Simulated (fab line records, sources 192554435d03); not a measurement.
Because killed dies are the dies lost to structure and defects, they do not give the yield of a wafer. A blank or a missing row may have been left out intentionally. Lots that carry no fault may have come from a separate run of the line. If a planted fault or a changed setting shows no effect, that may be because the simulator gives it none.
What tool caused it? :: flow n5-finfet :: Sampling: 10 lots, 29 wafers, 6 of 1938 route steps

== WHAT THE GAUGES READ, wafer by wafer ==
N5_FIN_SAQP_CD_MEAS_16 targets a cd of 35.6 nm.
lot: L817
measured: day 2 03:59
on: cd-sem-02
cd-nm (nm): 35.4 34.8 35.3

lot: L818
measured: day 2 10:23
on: cd-sem-03
cd-nm (nm): 35.8 35.5 35.8

lot: L823
measured: day 3 15:35
on: cd-sem-01
cd-nm (nm): 36.5 37.0 36.8

lot: L825
measured: day 4 04:32
on: cd-sem-01
cd-nm (nm): 36.9 36.2 37.1

lot: L829
measured: day 5 03:23
on: cd-sem-03
cd-nm (nm): 35.2 36.0 34.6

lot: L832
measured: day 5 21:44
on: cd-sem-01
cd-nm (nm): 34.8 35.0 35.2

lot: L834
measured: day 6 09:43
on: cd-sem-01
cd-nm (nm): 35.3 35.4 35.1

lot: L837
measured: day 7 03:58
on: cd-sem-01
cd-nm (nm): 35.7 35.5 35.8

lot: L838
measured: day 7 10:35
on: cd-sem-01
cd-nm (nm): 35.4 35.5 36.0

lot: L839
measured: day 7 16:30
on: cd-sem-02
cd-nm (nm): 35.8 35.8

N5_FIN_SAQP_INSPECT_18: inspects for defects (brightfield).
lot: L817
measured: day 2 04:03
on: defect-inspect-02
raw-defect-count: 506 432 368

lot: L818
measured: day 2 10:28
on: defect-inspect-02
raw-defect-count: 357 394 377

lot: L823
measured: day 3 15:39
on: defect-inspect-01
raw-defect-count: 455 602 628

lot: L825
measured: day 4 04:37
on: defect-inspect-01
raw-defect-count: 412 260 485

lot: L829
measured: day 5 03:28
on: defect-inspect-02
raw-defect-count: 342 269 439

lot: L832
measured: day 5 21:48
on: defect-inspect-01
raw-defect-count: 460 279 376

lot: L834
measured: day 6 09:46
on: defect-inspect-02
raw-defect-count: 459 443 512

lot: L837
measured: day 7 04:02
on: defect-inspect-01
raw-defect-count: 459 243 314

lot: L838
measured: day 7 10:39
on: defect-inspect-02
raw-defect-count: 465 307 439

lot: L839
measured: day 7 16:34
on: defect-inspect-02
raw-defect-count: 334 319

N5_BEOL_M4_RC_MEAS_101.
lot: L817
measured: day 8 09:34
on: prober-02
DIBL_N (mV/V): 37.8 34.9 38.9
DIBL_P (mV/V): 36.7 33.9 38.6
IOFF_N (nA/um): 0.16 0.13 0.19
IOFF_P (nA/um): 0.19 0.17 0.23
ION_N (uA/um): 666 677 688
ION_P (uA/um): 450 462 463
SS_N (mV/dec): 71.9 69.7 71.8
SS_P (mV/dec): 73.9 73.0 73.7
VT_N (mV): 249 252 248
VT_P (mV): -254 -255 -251

lot: L818
measured: day 8 01:04
on: prober-01
DIBL_N (mV/V): 39.6 35.4 37.8
DIBL_P (mV/V): 41.3 36.2 39.6
IOFF_N (nA/um): 0.29 0.17 0.23
IOFF_P (nA/um): 0.36 0.22 0.32
ION_N (uA/um): 715 691 696
ION_P (uA/um): 484 470 480
SS_N (mV/dec): 72.7 71.5 72.1
SS_P (mV/dec): 74.8 73.3 74.0
VT_N (mV): 238 247 243
VT_P (mV): -241 -246 -242

lot: L823
measured: day 9 11:29
on: prober-02
DIBL_N (mV/V): 37.2 34.5 38.6
DIBL_P (mV/V): 36.0 33.0 38.7
IOFF_N (nA/um): 0.17 0.13 0.20
IOFF_P (nA/um): 0.22 0.18 0.26
ION_N (uA/um): 678 658 677
ION_P (uA/um): 465 457 469
SS_N (mV/dec): 72.8 71.3 72.6
SS_P (mV/dec): 73.9 72.6 73.6
VT_N (mV): 248 250 246
VT_P (mV): -248 -250 -246

lot: L825
measured: day 10 14:59
on: prober-01
DIBL_N (mV/V): 36.7 36.1 35.3
DIBL_P (mV/V): 37.0 36.3 35.5
IOFF_N (nA/um): 0.18 0.17 0.14
IOFF_P (nA/um): 0.25 0.24 0.24
ION_N (uA/um): 681 673 662
ION_P (uA/um): 472 471 462
SS_N (mV/dec): 71.6 72.1 71.9
SS_P (mV/dec): 73.8 73.8 73.0
VT_N (mV): 246 249 253
VT_P (mV): -245 -248 -246

lot: L829
measured: day 11 07:29
on: prober-02
DIBL_N (mV/V): 36.1 35.9 37.0
DIBL_P (mV/V): 36.5 35.4 37.1
IOFF_N (nA/um): 0.15 0.16 0.17
IOFF_P (nA/um): 0.20 0.20 0.23
ION_N (uA/um): 674 684 683
ION_P (uA/um): 462 460 463
SS_N (mV/dec): 71.9 71.3 71.3
SS_P (mV/dec): 73.4 73.3 73.4
VT_N (mV): 251 248 248
VT_P (mV): -251 -251 -248

lot: L832
measured: day 11 15:13
on: prober-02
DIBL_N (mV/V): 38.0 38.0 34.9
DIBL_P (mV/V): 35.6 37.6 31.6
IOFF_N (nA/um): 0.16 0.18 0.12
IOFF_P (nA/um): 0.18 0.21 0.13
ION_N (uA/um): 675 678 662
ION_P (uA/um): 453 454 448
SS_N (mV/dec): 71.6 72.3 71.6
SS_P (mV/dec): 73.2 73.6 72.1
VT_N (mV): 249 249 254
VT_P (mV): -254 -251 -256

lot: L834
measured: day 12 20:48
on: prober-02
DIBL_N (mV/V): 34.6 30.4 39.2
DIBL_P (mV/V): 34.2 29.0 40.9
IOFF_N (nA/um): 0.13 0.08 0.25
IOFF_P (nA/um): 0.19 0.12 0.31
ION_N (uA/um): 664 636 695
ION_P (uA/um): 457 441 474
SS_N (mV/dec): 70.7 69.9 71.6
SS_P (mV/dec): 73.0 71.5 74.1
VT_N (mV): 252 259 242
VT_P (mV): -251 -257 -244

lot: L837
measured: day 13 03:29
on: prober-01
DIBL_N (mV/V): 37.4 39.8 38.5
DIBL_P (mV/V): 36.0 41.2 37.6
IOFF_N (nA/um): 0.18 0.25 0.21
IOFF_P (nA/um): 0.20 0.31 0.23
ION_N (uA/um): 687 707 683
ION_P (uA/um): 459 480 460
SS_N (mV/dec): 71.9 73.3 72.8
SS_P (mV/dec): 73.4 74.3 73.8
VT_N (mV): 249 244 247
VT_P (mV): -252 -249 -250

lot: L838
measured: day 13 10:34
on: prober-01
DIBL_N (mV/V): 33.4 37.3 35.5
DIBL_P (mV/V): 34.3 39.2 37.2
IOFF_N (nA/um): 0.12 0.20 0.15
IOFF_P (nA/um): 0.17 0.25 0.22
ION_N (uA/um): 671 687 670
ION_P (uA/um): 460 468 466
SS_N (mV/dec): 70.6 71.6 71.4
SS_P (mV/dec): 73.1 73.7 73.1
VT_N (mV): 256 246 251
VT_P (mV): -255 -250 -250

lot: L839
measured: day 13 11:31
on: prober-02
DIBL_N (mV/V): 36.7 37.7
DIBL_P (mV/V): 37.9 40.2
IOFF_N (nA/um): 0.20 0.22
IOFF_P (nA/um): 0.26 0.31
ION_N (uA/um): 686 701
ION_P (uA/um): 474 487
SS_N (mV/dec): 72.2 72.3
SS_P (mV/dec): 73.6 74.8
VT_N (mV): 243 242
VT_P (mV): -244 -241

== WHAT TOOL EACH LOT RAN ON (gives the tool, then ch and the chambers of the sampled wafers, and finally the start) ==
lot: L817
N5_PMOS_HMC_CHANNEL_EPI_EPI_26: epi-rpcvd-02 ch 0, day 2 02:01
N5_FIN_SAQP_PECVD_48: pecvd-03 ch 0,1,2, day 2 03:30
N5_FIN_SAQP_EXPOSE_13: arfi-scanner-03 ch 0, day 2 03:51

lot: L818
N5_PMOS_HMC_CHANNEL_EPI_EPI_26: epi-rpcvd-03 ch 0, day 2 08:29
N5_FIN_SAQP_PECVD_48: pecvd-04 ch 0,1,2, day 2 09:46
N5_FIN_SAQP_EXPOSE_13: arfi-scanner-01 ch 0, day 2 10:16

lot: L823
N5_PMOS_HMC_CHANNEL_EPI_EPI_26: epi-rpcvd-02 ch 0, day 3 13:51
N5_FIN_SAQP_PECVD_48: pecvd-04 ch 0,2, day 3 14:58
N5_FIN_SAQP_EXPOSE_13: arfi-scanner-03 ch 0, day 3 15:28

lot: L825
N5_PMOS_HMC_CHANNEL_EPI_EPI_26: epi-rpcvd-02 ch 0, day 4 02:36
N5_FIN_SAQP_PECVD_48: pecvd-03 ch 0, day 4 03:53
N5_FIN_SAQP_EXPOSE_13: arfi-scanner-03 ch 0, day 4 04:25

lot: L829
N5_PMOS_HMC_CHANNEL_EPI_EPI_26: epi-rpcvd-02 ch 0, day 5 01:39
N5_FIN_SAQP_PECVD_48: pecvd-03 ch 0,2, day 5 02:47
N5_FIN_SAQP_EXPOSE_13: arfi-scanner-01 ch 0, day 5 03:16

lot: L832
N5_PMOS_HMC_CHANNEL_EPI_EPI_26: epi-rpcvd-02 ch 0, day 5 19:54
N5_FIN_SAQP_PECVD_48: pecvd-01 ch 0,1,2, day 5 21:14
N5_FIN_SAQP_EXPOSE_13: arfi-scanner-01 ch 0, day 5 21:37

lot: L834
N5_PMOS_HMC_CHANNEL_EPI_EPI_26: epi-rpcvd-04 ch 0, day 6 07:54
N5_FIN_SAQP_PECVD_48: pecvd-01 ch 0,1,2, day 6 09:05
N5_FIN_SAQP_EXPOSE_13: arfi-scanner-01 ch 0, day 6 09:35

lot: L837
N5_PMOS_HMC_CHANNEL_EPI_EPI_26: epi-rpcvd-03 ch 0, day 7 02:17
N5_FIN_SAQP_PECVD_48: pecvd-04 ch 0,2, day 7 03:22
N5_FIN_SAQP_EXPOSE_13: arfi-scanner-02 ch 0, day 7 03:50

lot: L838
N5_PMOS_HMC_CHANNEL_EPI_EPI_26: epi-rpcvd-03 ch 0, day 7 08:08
N5_FIN_SAQP_PECVD_48: pecvd-03 ch 0,2, day 7 10:06
N5_FIN_SAQP_EXPOSE_13: arfi-scanner-02 ch 0, day 7 10:28

lot: L839
N5_PMOS_HMC_CHANNEL_EPI_EPI_26: epi-rpcvd-04 ch 0, day 7 13:34
N5_FIN_SAQP_PECVD_48: pecvd-04 ch 0,1, day 7 16:01
N5_FIN_SAQP_EXPOSE_13: arfi-scanner-02 ch 0, day 7 16:23
- N5_PMOS_HMC_CHANNEL_EPI_EPI_26: deposits Si from SiH4/H2, target thk 3.8 nm, time 22.7 s.
- N5_FIN_SAQP_PECVD_48: deposits SiNx from SiH4/NH3/N2, target thk 25 nm, time 22.1 s.
- N5_FIN_SAQP_EXPOSE_13: exposes mask FIN CORE, target cd 35.6 nm.

== AS READ BY THE TOOLS THEMSELVES (means over the sampled wafers that have a number; for cases with no such wafer, the mark the record gives instead) ==
N5_PMOS_HMC_CHANNEL_EPI_EPI_26.
lot: L817
tool: epi-rpcvd-02
throttle-valve-pct (%): 11.26

lot: L818
tool: epi-rpcvd-03
throttle-valve-pct (%): 11.44

lot: L823
tool: epi-rpcvd-02
throttle-valve-pct (%): 11.06

lot: L825
tool: epi-rpcvd-02
throttle-valve-pct (%): 11.26

lot: L829
tool: epi-rpcvd-02
throttle-valve-pct (%): 11.22

lot: L832
tool: epi-rpcvd-02
throttle-valve-pct (%): 11.14

lot: L834
tool: epi-rpcvd-04
throttle-valve-pct (%): 11.03

lot: L837
tool: epi-rpcvd-03
throttle-valve-pct (%): 11.49

lot: L838
tool: epi-rpcvd-03
throttle-valve-pct (%): 11.47

lot: L839
tool: epi-rpcvd-04
throttle-valve-pct (%): 11.17

N5_FIN_SAQP_PECVD_48.
lot: L817
tool: pecvd-03
heater-power-w (W): 720
showerhead-plenum-p-Torr (Torr): 5.14
throttle-valve-pct (%): 39.7

lot: L818
tool: pecvd-04
heater-power-w (W): 633
showerhead-plenum-p-Torr (Torr): 5.16
throttle-valve-pct (%): 40.9

lot: L823
tool: pecvd-04
heater-power-w (W): 702
showerhead-plenum-p-Torr (Torr): 5.17
throttle-valve-pct (%): 39.2

lot: L825
tool: pecvd-03
heater-power-w (W): 727
showerhead-plenum-p-Torr (Torr): 5.15
throttle-valve-pct (%): 38.2

lot: L829
tool: pecvd-03
heater-power-w (W): 757
showerhead-plenum-p-Torr (Torr): 5.13
throttle-valve-pct (%): 38.9

lot: L832
tool: pecvd-01
heater-power-w (W): 780
showerhead-plenum-p-Torr (Torr): 5.19
throttle-valve-pct (%): 40.2

lot: L834
tool: pecvd-01
heater-power-w (W): 841
showerhead-plenum-p-Torr (Torr): 5.18
throttle-valve-pct (%): 40.2

lot: L837
tool: pecvd-04
heater-power-w (W): 701
showerhead-plenum-p-Torr (Torr): 5.16
throttle-valve-pct (%): 39.4

lot: L838
tool: pecvd-03
heater-power-w (W): 814
showerhead-plenum-p-Torr (Torr): 5.14
throttle-valve-pct (%): 39.8

lot: L839
tool: pecvd-04
heater-power-w (W): 716
showerhead-plenum-p-Torr (Torr): 5.17
throttle-valve-pct (%): 42.8

N5_FIN_SAQP_EXPOSE_13.
lot: L817
tool: arfi-scanner-03
exposure-dose-mJ-cm2: 63.11
focus-offset-nm (nm): 0.0

lot: L818
tool: arfi-scanner-01
exposure-dose-mJ-cm2: 63.26
focus-offset-nm (nm): -0.5

lot: L823
tool: arfi-scanner-03
exposure-dose-mJ-cm2: 60.68
focus-offset-nm (nm): 0.4

lot: L825
tool: arfi-scanner-03
exposure-dose-mJ-cm2: 61.15
focus-offset-nm (nm): -0.4

lot: L829
tool: arfi-scanner-01
exposure-dose-mJ-cm2: 63.24
focus-offset-nm (nm): 0.4

lot: L832
tool: arfi-scanner-01
exposure-dose-mJ-cm2: 63.37
focus-offset-nm (nm): -0.1

lot: L834
tool: arfi-scanner-01
exposure-dose-mJ-cm2: 63.28
focus-offset-nm (nm): 0.3

lot: L837
tool: arfi-scanner-02
exposure-dose-mJ-cm2: 63.23
focus-offset-nm (nm): -0.6

lot: L838
tool: arfi-scanner-02
exposure-dose-mJ-cm2: 63.19
focus-offset-nm (nm): 0.2

lot: L839
tool: arfi-scanner-02
exposure-dose-mJ-cm2: 63.09
focus-offset-nm (nm): 0.2

== THE ANSWER, worked out from the rows above alone ==
Rule: the usual values come from the lots themselves. Put in order of their means at a reading, lots are off if they are a third of the lots or fewer, leave a main group of 4 or more, and stand apart from it by a gap of 3 or more times the standard deviation of the main group's means; of several such gaps the widest counts. A main group is skipped when, at the precision printed for the reading in the tables above, its means are all equal. Also off: a lot with no number at a reading for which 4 or more lots have one. All remaining lots with rows at the step are treated as sound. Order of review: gauges by route order, followed by the tools' own readings, for which a lot's mean as printed above is used. The first step at which some lot is off is used, and at that step the reading that is off furthest; a lot without a number counts as furthest.
Off, at N5_FIN_SAQP_CD_MEAS_16 on cd-nm: L823, L825. The main group has a mean of 35.4 nm with a standard deviation of 0.28.
A tool fits if, at a process step before that reading, it ran every lot that is off, and no sound lot after the first of them. The gauges at N5_FIN_SAQP_CD_MEAS_16 aren't tried: what is off there is off at N5_FIN_SAQP_EXPOSE_13 too, on other tools, and a gauge's error can't cause that. One fits: arfi-scanner-03 at N5_FIN_SAQP_EXPOSE_13. A fault onset in the window from L817 (day 2 03:51, its last sound lot) to L823 (day 3 15:28, its first lot off) fits.
On the lots that are off, the tool's own readings at N5_FIN_SAQP_EXPOSE_13 differ by more than 5 times the standard deviation of the sound lots' means, which bears it out; exposure-dose-mJ-cm2 reads 60.91 there versus 63.22 on the sound lots.

== WHAT HAD BEEN PUT IN BY THE SIMULATOR ==
Process parameters drifting: arfi-scanner-03 at N5_FIN_SAQP_EXPOSE_13, beginning at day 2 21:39. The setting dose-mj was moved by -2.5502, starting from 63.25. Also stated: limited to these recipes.
Shown lots that were struck: L823, L825. The rule above found the same.
